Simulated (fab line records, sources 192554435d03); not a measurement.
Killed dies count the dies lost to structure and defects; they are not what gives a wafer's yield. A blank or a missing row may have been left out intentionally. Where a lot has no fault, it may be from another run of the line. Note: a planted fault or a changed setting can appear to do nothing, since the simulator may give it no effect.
Chamber matching	flow n5_finfet	N5_BEOL_M0_SAQP_ETCH_73 on rie_diel-01 has 4 sister chambers
The step etches SiARC in CF4, target depth 19.5 nm, time 32.5 s. 4 wafers are shown with their chamber, then 8 later ones without.

== WAFERS WITH THEIR CHAMBER ==
wafer	chamber	showerhead_plenum_p_Torr (Torr)
L080.4	2	2.08
L082.1	1	2.15
L084.6	3	2.19
L087.1	0	2.26

== WAFERS WHOSE CHAMBER IS MISSING ==
wafer	showerhead_plenum_p_Torr (Torr)
L087.2	2.19
L087.3	2.15
L088.2	2.26
L088.5	2.19
L088.6	2.26
L092.2	2.26
L092.4	2.07
L092.5	2.18

== WHICH CHAMBER EACH ONE RAN IN ==
wafer	from the rows above	in truth
L087.2	3	3
L087.3	1	1
L088.2	0	0
L088.5	3	3
L088.6	0	0
L092.2	0	0
L092.4	2	2
L092.5	3	3
Correct placement for 8 of the 8. From these rows, 0 cannot be placed. Number placed wrongly: 0.
How it was worked out, from the rows above alone: a wafer's distance from a chamber is the root of the sum, over the readings, of the square of ((its reading less the chamber's mean) divided by the reading's scatter). If the next closest chamber is less than 2 further off than the closest, the wafer can't be placed; otherwise it belongs to the closest. For every chamber, the mean is computed from those of its wafers that are shown. The scatter: with one shown wafer a chamber, the root of the mean of the squares of how far each hidden wafer lies from its nearest shown one.
